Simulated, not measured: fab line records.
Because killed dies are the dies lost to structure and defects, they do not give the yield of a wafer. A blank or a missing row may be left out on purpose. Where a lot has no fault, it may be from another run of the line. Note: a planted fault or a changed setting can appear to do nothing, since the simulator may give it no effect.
Chamber matching || flow nand-harc || NHARC_P_GATE_DESCUM_13 on rie-diel-12: 4 sister chambers
The step chemistry O2, time 3 s. 14 wafers are shown with their chamber, then 7 later ones without.

## WAFERS, EACH WITH ITS CHAMBER
{"wafer": "L251.1", "chamber": 1, "showerhead-plenum-p-Torr (Torr)": 1.95, "throttle-valve-pct (%)": 11.316, "oes-product-au (a.u.)": 0.991}
{"wafer": "L251.2", "chamber": 0, "showerhead-plenum-p-Torr (Torr)": 1.99, "throttle-valve-pct (%)": 11.301, "oes-product-au (a.u.)": 1.004}
{"wafer": "L251.3", "chamber": 3, "showerhead-plenum-p-Torr (Torr)": 2.04, "throttle-valve-pct (%)": 11.309, "oes-product-au (a.u.)": 0.998}
{"wafer": "L254.1", "chamber": 0, "showerhead-plenum-p-Torr (Torr)": 1.99, "throttle-valve-pct (%)": 11.303, "oes-product-au (a.u.)": 1.002}
{"wafer": "L254.3", "chamber": 3, "showerhead-plenum-p-Torr (Torr)": 2.03, "throttle-valve-pct (%)": 11.298, "oes-product-au (a.u.)": 1.009}
{"wafer": "L254.5", "chamber": 3, "showerhead-plenum-p-Torr (Torr)": 2.03, "throttle-valve-pct (%)": 11.317, "oes-product-au (a.u.)": 1.007}
{"wafer": "L267.1", "chamber": 3, "showerhead-plenum-p-Torr (Torr)": 2.03, "throttle-valve-pct (%)": 11.309, "oes-product-au (a.u.)": 1.008}
{"wafer": "L267.4", "chamber": 2, "showerhead-plenum-p-Torr (Torr)": 1.97, "throttle-valve-pct (%)": 11.320, "oes-product-au (a.u.)": 0.999}
{"wafer": "L267.6", "chamber": 3, "showerhead-plenum-p-Torr (Torr)": 2.03, "throttle-valve-pct (%)": 11.315, "oes-product-au (a.u.)": 1.000}
{"wafer": "L269.1", "chamber": 1, "showerhead-plenum-p-Torr (Torr)": 1.94, "throttle-valve-pct (%)": 11.300, "oes-product-au (a.u.)": 1.007}
{"wafer": "L269.5", "chamber": 3, "showerhead-plenum-p-Torr (Torr)": 2.03, "throttle-valve-pct (%)": 11.298, "oes-product-au (a.u.)": 1.003}
{"wafer": "L269.6", "chamber": 2, "showerhead-plenum-p-Torr (Torr)": 1.97, "throttle-valve-pct (%)": 11.324, "oes-product-au (a.u.)": 1.005}
{"wafer": "L270.1", "chamber": 1, "showerhead-plenum-p-Torr (Torr)": 1.94, "throttle-valve-pct (%)": 11.322, "oes-product-au (a.u.)": 0.994}
{"wafer": "L270.4", "chamber": 3, "showerhead-plenum-p-Torr (Torr)": 2.03, "throttle-valve-pct (%)": 11.311, "oes-product-au (a.u.)": 0.998}

SIGNATURES (averages over the wafers above)
{"reading": "showerhead-plenum-p-Torr", "chamber 0": 1.9900, "chamber 1": 1.9433, "chamber 2": 1.9700, "chamber 3": 2.0314, "scatter within a chamber": 0.0039}
{"reading": "throttle-valve-pct", "chamber 0": 11.30200, "chamber 1": 11.31267, "chamber 2": 11.32200, "chamber 3": 11.30814, "scatter within a chamber": 0.00781}
{"reading": "oes-product-au", "chamber 0": 1.00300, "chamber 1": 0.99733, "chamber 2": 1.00200, "chamber 3": 1.00329, "scatter within a chamber": 0.00548}
Rule: for a wafer and a chamber, the distance is found by dividing, reading by reading, the gap between the wafer's reading and the chamber's mean by the reading's scatter, squaring, summing and taking the root. The wafer belongs to the nearest chamber; if the next one is less than 2 further off, it can't be placed. The scatter is the square root of a quotient: the sum, over the shown wafers, of each reading's squared deviation from its chamber's mean, divided by wafers minus chambers.

## WAFERS WHOSE CHAMBER IS MISSING
{"wafer": "L270.5", "showerhead-plenum-p-Torr (Torr)": 1.94, "throttle-valve-pct (%)": 11.311, "oes-product-au (a.u.)": 0.984}
{"wafer": "L271.1", "showerhead-plenum-p-Torr (Torr)": 1.99, "throttle-valve-pct (%)": 11.309, "oes-product-au (a.u.)": 1.009}
{"wafer": "L271.2", "showerhead-plenum-p-Torr (Torr)": 1.97, "throttle-valve-pct (%)": 11.324, "oes-product-au (a.u.)": 1.011}
{"wafer": "L271.4", "showerhead-plenum-p-Torr (Torr)": 2.03, "throttle-valve-pct (%)": 11.315, "oes-product-au (a.u.)": 1.005}
{"wafer": "L272.2", "showerhead-plenum-p-Torr (Torr)": 2.03, "throttle-valve-pct (%)": 11.310, "oes-product-au (a.u.)": 1.006}
{"wafer": "L272.4", "showerhead-plenum-p-Torr (Torr)": 1.94, "throttle-valve-pct (%)": 11.321, "oes-product-au (a.u.)": 1.006}
{"wafer": "L272.6", "showerhead-plenum-p-Torr (Torr)": 2.03, "throttle-valve-pct (%)": 11.319, "oes-product-au (a.u.)": 1.012}

## EACH ONE'S CHAMBER
{"wafer": "L270.5", "from the rows above": 1, "in truth": 1}
{"wafer": "L271.1", "from the rows above": 0, "in truth": 0}
{"wafer": "L271.2", "from the rows above": 2, "in truth": 2}
{"wafer": "L271.4", "from the rows above": 3, "in truth": 3}
{"wafer": "L272.2", "from the rows above": 3, "in truth": 3}
{"wafer": "L272.4", "from the rows above": 1, "in truth": 1}
{"wafer": "L272.6", "from the rows above": 3, "in truth": 3}
Correctly placed: 7 of 7. Number that these rows cannot place: 0. Number placed wrongly: 0.
